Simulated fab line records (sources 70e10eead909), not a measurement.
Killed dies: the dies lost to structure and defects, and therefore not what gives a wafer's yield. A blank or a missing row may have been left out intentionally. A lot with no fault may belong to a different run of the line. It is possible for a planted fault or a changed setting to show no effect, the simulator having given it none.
8D (eight disciplines) problem report, filled in by code -- flow nandHarc -- the parts of the form that need people (team, actions taken, sign-off) are left out

== 1. WHAT IS WRONG ==
killedDies at NHARC_END_SORT_01 reads a mean of 111 on 4 wafers of 2 lots; wafers without a fault read 26 with a standard deviation of 8.9. That puts it +9.5 standard deviations away from the usual mean.
Earliest sighting: wafer L678.3 on prober-02 at day 21 06:36. Wafers with a number at this step in the record: 6, from 2 lots. Rule for "out" (also "out of limits"): further than 4 standard deviations from the usual mean. Any other wafer with a number is counted as sound.

== 2. WHAT IT IS, AND WHAT IT ISN'T ==
question,is,is not
which readings at this step,"killedDies, killedAtArray","killedAtOther, killedAtPeriphery, killedOpen, killedShort"
which lots,"L678, L681",-
which wafers of those lots,"L678.3, L678.6, L681.2, L681.4","L678.2, L681.3"
read on which gauges,prober-02,-
when,from day 21 06:36,up to then (1 sound wafer); but 1 sound wafer of L681 came after

== 3. THE SUSPECTS, EACH WITH WHAT RULES IT OUT ==
Counting: any tool at a process step up to the reading remains a suspect provided it ran every lot that is out. Sound lots after the first of them don't rule it out here, since some wafers of a struck lot are sound.
- the gauge at NHARC_END_SORT_01: kept. All the wafers that are out were read on prober-02, and no step on other tools shows them out.
- harCapEtch-03 at NHARC_A_CONTACT_ETCH_121 (etches the open film in C4F8/O2/Ar, time 94 s, target depth 922 nm): kept. It ran every lot that is out, first L678 (day 18 02:50).
- cmp-03 at NHARC_THIN_TSV_CMP_21 (polishes, t overpolish 30 s, target thk 2000 nm): kept. It ran every lot that is out, first L678 (day 20 19:41).
- Within harCapEtch-03 at NHARC_A_CONTACT_ETCH_121, the wafers that are out were processed in chamber 0 and their sound lot-mates in chamber 1.
Still standing after the count: harCapEtch-03 at NHARC_A_CONTACT_ETCH_121, cmp-03 at NHARC_THIN_TSV_CMP_21, prober-02 at NHARC_END_SORT_01.

== 4. THE CAUSE (what the simulator had put in) ==
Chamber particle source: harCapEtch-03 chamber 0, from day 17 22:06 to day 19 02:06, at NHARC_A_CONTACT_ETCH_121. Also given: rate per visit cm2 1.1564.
3 suspects survive the count, and this tool is in that group.

== 5. SEQUENCE OF EFFECTS, ordered by route ==
Rows list readings where the struck wafers' mean (over those with a number) sits beyond 3 standard deviations from the usual. Readings are gone through only where the record gives a usual standard deviation; hours: the median, over the lots, of the time from a lot's start at the first step in this table giving one to that lot's start at this step; sigmas: the change measured in usual standard deviations.
hours,step,reading,usual,on struck wafers,change,sigmas
0,NHARC_END_SORT_01,killedAtArray,21,106,+84,+9.5
0,NHARC_END_SORT_01,killedDies,26,111,+85,+9.5

== 6. HOW IT WOULD HAVE BEEN CAUGHT EARLIER ==
In this record the first reading out of limits at a measuring or inspecting step was taken at day 21 06:36, 80 hours after the fault began at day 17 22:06.
Each of the lots that are out, 2 in all, had begun NHARC_A_CONTACT_ETCH_121 on harCapEtch-03 no later than day 21 06:36. Had the tool been put on hold then, not one of them would have been saved.
